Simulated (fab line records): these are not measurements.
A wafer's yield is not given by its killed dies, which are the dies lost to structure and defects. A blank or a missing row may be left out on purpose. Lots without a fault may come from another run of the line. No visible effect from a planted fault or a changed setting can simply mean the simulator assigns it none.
A lot that was struck, set against a sound lot / flow nand harc / 21 out of 1302 route steps
Sound: the wafers L175.1, L175.3, L175.4. Wafers L179.2, L179.4, L179.5 were the ones struck. The cause is given at the end.
For every step that has rows: the tool of each side, followed by ch and its chambers, followed by its first start. Under that, the readings that differ: sound wafers / struck wafers / difference of the means / sigmas: that difference in standard deviations of wafers without a fault.
alike: a reading whose means differ by less than 2 such deviations, as well as words and numbers matching on both sides. not compared: withheld readings; readings where some wafer has no value; bounds like >300 that might hide an equal value; numbers whose values overlap and for which the record gives no deviation.
The two part at a step that has a row with sigmas, a row that says differs or no value, or rows on one side only. When numbers do not overlap yet have no deviation, they are printed without sigmas and do not part them. Lack of a reading on every wafer of one side parts them only where that side has two or more wafers.

NHARC_A_BLC_CMP_25: polishes, t overpolish 30 s, target thk 150 nm.
  sound on cmp-03 ch 0,1,3, day 23 16:11; struck on cmp-03 ch 0,1, day 26 00:29
  alike: edge zone pressure frac, motor current A, overpolish run s, time to endpoint s
after that, 1 step had no rows for these wafers: NHARC_A_BLC_SRD_27.
NHARC_A_BLC_INSPECT_28:
  struck on defect inspect-02, day 26 00:54; sound on defect inspect-02, day 23 16:34
  alike: raw defect count
then, 8 steps without rows for these wafers: NHARC_A_M0_DEP_00 (deposits SiOC, target thk 150 nm); NHARC_A_M0_DEHYDRATE_01 (time 120 s); NHARC_A_M0_HMDS_02 (time 30 s); NHARC_A_M0_COAT_33 (time 65 s); NHARC_A_M0_COAT_03 (resist thk 90 nm); NHARC_A_M0_SOFTBAKE_04 (time 55 s); NHARC_A_M0_EBR_05; NHARC_A_M0_EXPOSE_06 (exposes mask A M0, target cd 80 nm).
NHARC_A_M0_PEB_07: peb time 65 s.
  sound on litho track-01 ch 0, day 23 17:15; struck on litho track-01 ch 0, day 26 01:36
then, 1 step without rows for these wafers: NHARC_A_M0_DEVELOP_08 (develop time 35 s).
NHARC_A_M0_CD_MEAS_09: target cd 80 nm.
  sound on cd sem-02 ch 0, day 23 17:20; struck on cd sem-02 ch 0, day 26 01:41
reading=cd nm (nm); sound=80.3 78.9 80.3; struck=81.7 82.9 80.6; difference=+1.9; sigmas=+3
NHARC_A_M0_OVL_MEAS_10: pitch 160 nm.
  struck on overlay-01, day 26 01:46; sound on overlay-01, day 23 17:25
  alike: overlay x nm, overlay y nm
NHARC_A_M0_INSPECT_11:
  struck on defect inspect-02, day 26 01:49; sound on defect inspect-02, day 23 17:28
  alike: raw defect count
NHARC_A_M0_DESCUM_14: chemistry O2, time 3 s.
  sound on rie diel-10 ch 0,2,3, day 23 17:31; struck on rie diel-12 ch 1,2,3, day 26 01:52
reading=model.A_M0.cd nm (nm); sound=81.19 78.98 80.33; struck=82.46 83.77 81.26; difference=+2.33; sigmas=
  alike: drypump motor current A, mfc ar sccm, oes product au, rf vpp V, showerhead plenum p Torr, throttle valve pct
  not compared: rf hours counter h
NHARC_A_M0_ETCH_34: etches the open film in N2/H2, target depth 40 nm, overetch 12 nm, time 43.94 s.
  sound on rie diel-10 ch 0,2,3, day 23 17:36; struck on rie diel-12 ch 0,2, day 26 01:57
reading=oes product au (a.u.); sound=0.983 0.982 0.983; struck=1.015 1.009 1.012; difference=+0.029; sigmas=+3
  alike: drypump motor current A, mfc ar sccm, n2 flow sccm, rf vpp V, showerhead plenum p Torr, throttle valve pct
  not compared: rf hours counter h
NHARC_A_M0_ETCH_15: etches the open film in C4F8/Ar, target depth 150 nm, overetch 15 nm, time 82.5 s.
  sound: rie diel-10 ch 0,2,3; struck: rie diel-12 ch 0,3
  alike: oes product au, rf vpp V
  not compared: rf hours counter h, model.A_M0.cd nm
NHARC_A_M0_CD_MEAS_16:
  struck on cd sem-01, day 26 02:10; sound on cd sem-03, day 23 17:49
reading=cd nm (nm); sound=81.0 79.5 80.3; struck=82.5 83.7 80.9; difference=+2.1; sigmas=+2
NHARC_END_SORT_01:
  the record has rows for the sound wafers here (prober-01 ch 0, day 25 11:59) and none for the struck ones

WHERE THEY PART
Earliest at NHARC_A_M0_CD_MEAS_09; latest, in this record, at NHARC_END_SORT_01.

WHY: what the simulator had put in
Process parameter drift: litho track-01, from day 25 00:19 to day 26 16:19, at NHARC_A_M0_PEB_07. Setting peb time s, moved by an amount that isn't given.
